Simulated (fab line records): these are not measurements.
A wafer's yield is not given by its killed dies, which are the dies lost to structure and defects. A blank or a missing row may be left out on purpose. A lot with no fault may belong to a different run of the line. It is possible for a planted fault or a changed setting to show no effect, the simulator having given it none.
Matching of chambers + flow nandHarc + 4 sister chambers for NHARC_P_GATE_DESCUM_48 on rieDiel-05
The step chemistry O2, time 3 s. 4 wafers are shown with their chamber, then 10 later ones without.

== EACH WAFER AND ITS CHAMBER ==
| wafer  | chamber | showerheadPlenumPTorr (Torr) |
|--------|---------|------------------------------|
| L116.1 | 0       | 1.80                         |
| L116.2 | 1       | 1.81                         |
| L118.1 | 3       | 2.00                         |
| L118.3 | 2       | 1.83                         |

== WAFERS WITH NO CHAMBER GIVEN ==
| wafer  | showerheadPlenumPTorr (Torr) |
|--------|------------------------------|
| L118.5 | 1.81                         |
| L119.2 | 2.00                         |
| L119.4 | 1.83                         |
| L119.6 | 1.83                         |
| L122.1 | 2.00                         |
| L122.2 | 1.80                         |
| L122.5 | 1.82                         |
| L120.1 | 2.00                         |
| L120.4 | 1.80                         |
| L120.6 | 1.80                         |

== CHAMBER TAKEN BY EACH ==
| wafer  | from the rows above     | in truth                   |
|--------|-------------------------|----------------------------|
| L118.5 | 1                       | 1                          |
| L119.2 | 3                       | 3                          |
| L119.4 | 2                       | 2                          |
| L119.6 | 2                       | 2                          |
| L122.1 | 3                       | 3                          |
| L122.2 | 0                       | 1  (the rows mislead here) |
| L122.5 | can't be placed: 1 or 2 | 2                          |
| L120.1 | 3                       | 3                          |
| L120.4 | 0                       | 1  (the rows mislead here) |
| L120.6 | 0                       | 0                          |
Correct placement for 7 of the 10. These rows do not allow placing 1 (true chamber among the candidates in 1). Placed wrongly: 2.
How it was worked out, from the rows above alone: a wafer's distance from a chamber is the root of the sum, over the readings, of the square of ((its reading less the chamber's mean) divided by the reading's scatter). The wafer belongs to the nearest chamber; if the next one is less than 2 further off, it can't be placed. The mean given for a chamber averages the wafers shown for that chamber. The scatter: with one shown wafer a chamber, the root of the mean of the squares of how far each hidden wafer lies from its nearest shown one.
